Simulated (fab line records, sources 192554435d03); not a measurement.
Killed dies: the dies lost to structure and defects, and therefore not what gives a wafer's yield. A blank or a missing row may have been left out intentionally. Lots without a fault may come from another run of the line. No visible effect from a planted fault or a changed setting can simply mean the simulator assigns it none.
Matching of chambers -- flow n5-finfet -- rie-diel-02 running N5_BEOL_M13_DESCUM_15: 4 sister chambers
The step chemistry O2, time 7.9 s. 18 wafers are shown with their chamber, then 9 later ones without.

== WAFERS, EACH WITH ITS CHAMBER ==
wafer,chamber,showerhead-plenum-p-Torr (Torr),drypump-motor-current-A (A),throttle-valve-pct (%)
L080.2,0,2.11,5.6,20.61
L080.3,3,2.21,5.7,20.24
L080.4,1,2.10,6.0,20.65
L082.3,1,2.10,6.0,20.67
L082.4,3,2.21,5.7,20.24
L082.6,2,2.17,5.7,20.51
L081.3,1,2.10,6.0,20.66
L081.4,0,2.10,5.5,20.62
L081.6,1,2.10,6.0,20.68
L085.2,1,2.10,6.0,20.68
L085.4,3,2.20,5.7,20.27
L085.6,2,2.17,5.7,20.54
L089.1,3,2.20,5.7,20.29
L089.4,0,2.10,5.5,20.65
L089.6,2,2.17,5.7,20.54
L088.1,0,2.10,5.6,20.64
L088.4,3,2.20,5.7,20.28
L088.5,3,2.20,5.7,20.26

SIGNATURES (averages over the wafers above)
reading,chamber 0,chamber 1,chamber 2,chamber 3,scatter within a chamber
showerhead-plenum-p-Torr,2.1025,2.1000,2.1700,2.2033,0.00386
drypump-motor-current-A,5.550,6.000,5.700,5.700,0.0267
throttle-valve-pct,20.6300,20.6680,20.5300,20.2633,0.0178
Rule: a wafer lies at a distance from a chamber equal to the root of the sum of squares, over the readings, of (its reading less the chamber's mean, divided by the reading's scatter). The wafer belongs to the nearest chamber; if the next one is less than 2 further off, it can't be placed. How the scatter is found: for the shown wafers, subtract from each reading the mean of its chamber, square and add these, divide the total by (wafers less chambers), then take the root.

== WAFERS WITHOUT THEIR CHAMBER ==
wafer,showerhead-plenum-p-Torr (Torr),drypump-motor-current-A (A),throttle-valve-pct (%)
L091.1,2.10,5.6,20.64
L091.2,2.20,5.7,20.26
L091.4,2.17,5.7,20.54
L076.2,2.16,5.7,20.56
L076.3,2.20,5.7,20.28
L076.5,2.10,5.6,20.67
L095.1,2.16,5.7,20.57
L095.3,2.10,5.6,20.66
L095.6,2.09,6.1,20.73

== THE CHAMBER EACH PASSED THROUGH ==
wafer,from the rows above,in truth
L091.1,0,0
L091.2,3,3
L091.4,2,2
L076.2,2,2
L076.3,3,3
L076.5,0,0
L095.1,2,2
L095.3,0,0
L095.6,1,1
Correctly placed: 9 of 9. From these rows, 0 cannot be placed. 0 placed wrongly.
